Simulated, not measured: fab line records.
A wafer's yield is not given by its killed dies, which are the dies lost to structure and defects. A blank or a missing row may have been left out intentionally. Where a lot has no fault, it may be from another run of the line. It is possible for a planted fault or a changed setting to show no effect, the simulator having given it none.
Lot-split experiment | flow n5_finfet | 21 wafers read from 7 lots, route of 1938 steps

## THE SPLIT ITSELF
At N5_BEOL_M5_EXPOSE_25 (exposes mask V4, defocus 10 nm), the setting dose_mj was moved away from the recipe's 52.75 on 5 of the 21 wafers read, by -4.4% to +2.5%. The other wafers ran this setting at the recipe's value.

## FROM THE SPLIT TO THE READING: what the file shows between them, 2 steps
- N5_BEOL_M5_PEB_26: peb time 60 s
- N5_BEOL_M5_DEVELOP_27: develop time 30 s

## THE READING
cd_nm, in nm, at N5_BEOL_M5_CD_MEAS_28 (target cd 30.6 nm, target cd y 20 nm). Fault-free wafers of this fab line usually give 30.54 nm, standard deviation 0.22 nm.

wafer  | tool, chamber at the split | dose_mj as run | against the recipe | cd_nm, nm | against lot-mates on the recipe
L074.2 | euv_scanner-02, 0          | 52.75          | recipe             | 30.77     | -
L074.4 | euv_scanner-02, 0          | 52.75          | recipe             | 30.55     | -
L074.6 | euv_scanner-02, 0          | 52.75          | recipe             | 30.70     | -
L075.2 | euv_scanner-01, 0          | 52.75          | recipe             | 30.98     | -
L075.5 | euv_scanner-01, 0          | 52.75          | recipe             | 30.77     | -
L075.6 | euv_scanner-01, 0          | 52.75          | recipe             | 30.61     | -
L080.1 | euv_scanner-01, 0          | 52.75          | recipe             | 30.18     | -
L080.4 | euv_scanner-01, 0          | 54.09          | +2.5%              | 31.18     | +0.95
L080.5 | euv_scanner-01, 0          | 52.75          | recipe             | 30.28     | -
L086.2 | euv_scanner-02, 0          | 52.75          | recipe             | 30.24     | -
L086.4 | euv_scanner-02, 0          | 52.75          | recipe             | 30.45     | -
L086.5 | euv_scanner-02, 0          | 52.75          | recipe             | 30.35     | -
L087.1 | euv_scanner-02, 0          | 50.43          | -4.4%              | 29.35     | -1.20
L087.2 | euv_scanner-02, 0          | 52.75          | recipe             | 30.67     | -
L087.6 | euv_scanner-02, 0          | 52.75          | recipe             | 30.44     | -
L095.1 | euv_scanner-02, 0          | 51.58          | -2.2%              | 29.84     | -0.48
L095.2 | euv_scanner-02, 0          | 51.58          | -2.2%              | 29.86     | -0.46
L095.4 | euv_scanner-02, 0          | 52.75          | recipe             | 30.32     | -
L096.1 | euv_scanner-02, 0          | 52.75          | recipe             | 30.60     | -
L096.2 | euv_scanner-02, 0          | 52.75          | recipe             | 30.35     | -
L096.4 | euv_scanner-02, 0          | 50.41          | -4.4%              | 29.24     | -1.24

THE FIT
A straight line over all 21 wafers: cd_nm changes by +0.278 nm for each +1% of dose_mj; r = +0.91; the points scatter about the line by 0.2 nm.
The same after taking each lot's own level away (the mean of its wafers on the recipe; 21 wafers): +0.282 nm for each +1%; r = +0.97; scatter 0.12 nm.
That fit puts the effect of the largest move of dose_mj on the reading at 1.2 nm.
Measured against the standard deviation above, the lots' own levels, which go from 30.230 to 30.787 nm, span 2.5 times it.
Consequently the slope shifts little with the lot-to-lot level, the two slopes agreeing.
Check: -1.21 nm against its lot-mates is what the line predicts for one of the wafers moved furthest among these (-4.4%) when that wafer is left out of the fit. It came out at -1.24 nm against them.

## THE WHOLE CHAIN: every reading that the file lists as answering this split, in the file's order
step                   | what it does                                                    | reading                                                        | change (the file's fit)               | r (the file's)
N5_BEOL_M5_CD_MEAS_28  | target cd 30.6 nm, target cd y 20 nm                            | cd_nm                                                          | +0.282 nm for each +1% of the setting | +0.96
N5_BEOL_M5_ETCH_75     | etches underlayer in N2/H2, target depth 6.5 nm, time 5.2 s     | BEOL_M5.cd_nm (the simulator's own value, which no gauge read) | +0.236 nm for each +1% of the setting | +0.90
N5_BEOL_M5_ETCH_67     | etches SiARC in CF4, target depth 15.6 nm, time 26 s            | BEOL_M5.cd_nm (the simulator's own value, which no gauge read) | +0.264 nm for each +1% of the setting | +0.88
N5_BEOL_M5_VIA_ETCH_34 | etches SiCOH lowk in C4F6/O2, target depth 88.3 nm, time 39.2 s | BEOL_M5.cd_nm (the simulator's own value, which no gauge read) | +0.249 nm for each +1% of the setting | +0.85

## THE FILE'S OWN FIT
cd_nm changes by +0.282 nm for each +1% of dose_mj, r = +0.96.
